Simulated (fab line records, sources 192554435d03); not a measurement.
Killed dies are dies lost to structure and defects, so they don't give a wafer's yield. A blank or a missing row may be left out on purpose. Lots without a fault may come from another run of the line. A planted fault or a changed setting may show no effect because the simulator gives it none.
Split-lot experiment | flow n5_finfet | 7 lots, 21 wafers read, on a route of 1938 steps

THE SPLIT
At N5_MIM_BOT_ETCH_ETCH_04 (etches SiNx in CF4/O2, target depth 26 nm, time 13 s), the setting time_s was moved away from the recipe's 13 s on 9 of the 21 wafers read, by -19.0% to +20.3%. The other wafers ran this setting at the recipe's value.

The reading is taken at the split's own step.

THE READING
etch.depth_nm (the simulator's own value, which no gauge read), in nm, at N5_MIM_BOT_ETCH_ETCH_04 (etches SiNx in CF4/O2, target depth 26 nm, time 13 s). The file gives no usual value for it. The 12 wafers here that ran the recipe average 26.23 nm, standard deviation 0.53 nm.

wafer  | tool, chamber at the split | time_s as run, s | against the recipe | etch.depth_nm, nm | against lot-mates on the recipe
L077.1 | rie_diel-05, 1             | 15.64            | +20.3%             | 31.29             | +5.19
L077.2 | rie_diel-05, 2             | 13               | recipe             | 25.37             | -
L077.5 | rie_diel-05, 3             | 13               | recipe             | 26.83             | -
L078.1 | rie_diel-05, 3             | 13               | recipe             | 26.8              | -
L078.2 | rie_diel-05, 0             | 13               | recipe             | 26.29             | -
L078.4 | rie_diel-05, 1             | 13               | recipe             | 26.05             | -
L079.2 | rie_diel-01, 0             | 11.12            | -14.5%             | 21.95             | -4.94
L079.5 | rie_diel-01, 1             | 11.12            | -14.5%             | 22.65             | -4.24
L079.6 | rie_diel-01, 2             | 13               | recipe             | 26.89             | -
L080.3 | rie_diel-05, 3             | 13               | recipe             | 26.46             | -
L080.4 | rie_diel-05, 1             | 11.27            | -13.3%             | 22.53             | -3.93
L080.6 | rie_diel-05, 1             | 11.27            | -13.3%             | 22.63             | -3.83
L085.2 | rie_diel-04, 2             | 14.1             | +8.5%              | 27.64             | +1.86
L085.5 | rie_diel-04, 3             | 14.1             | +8.5%              | 30.27             | +4.49
L085.6 | rie_diel-04, 2             | 13               | recipe             | 25.78             | -
L092.3 | rie_diel-05, 0             | 10.53            | -19.0%             | 21.7              | -4.02
L092.4 | rie_diel-05, 1             | 13               | recipe             | 25.72             | -
L092.6 | rie_diel-05, 2             | 10.53            | -19.0%             | 20.5              | -5.22
L094.2 | rie_diel-04, 2             | 13               | recipe             | 25.81             | -
L094.6 | rie_diel-04, 2             | 13               | recipe             | 25.81             | -
L094.3 | rie_diel-04, 0             | 13               | recipe             | 26.99             | -

THE FIT
A straight line over all 21 wafers: etch.depth_nm changes by +0.271 nm for each +1% of time_s; r = +0.97; the points scatter about the line by 0.66 nm.
The same after taking each lot's own level away (the mean of its wafers on the recipe; 21 wafers): +0.28 nm for each +1%; r = +0.97; scatter 0.72 nm.
On that fit, the largest move of time_s shifts the reading by 5.7 nm.
The lots' own levels span 25.720 to 26.890 nm, that is 2.2 times the standard deviation above.
So the lot-to-lot level changes the slope little: the two slopes agree.
Check: with one of the wafers moved furthest among these (+20.3%) left out of the fit, the line predicts +6 nm for it against its lot-mates. It came out at +5.19 nm against them.

OTHER SPLITS ON THESE WAFERS
These wafers also went through other splits before the reading. Each is held against what the fit with the lots' levels taken away leaves over:
other split on the same wafers | wafers away from the commonest value | r with etch.depth_nm (lot level and that fit taken away)
N5_BEOL_M15_SPUTTER_43 time_s  | 5                                    | -0.52

THE FILE'S OWN FIT
etch.depth_nm changes by +0.274 nm for each +1% of time_s, r = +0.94.
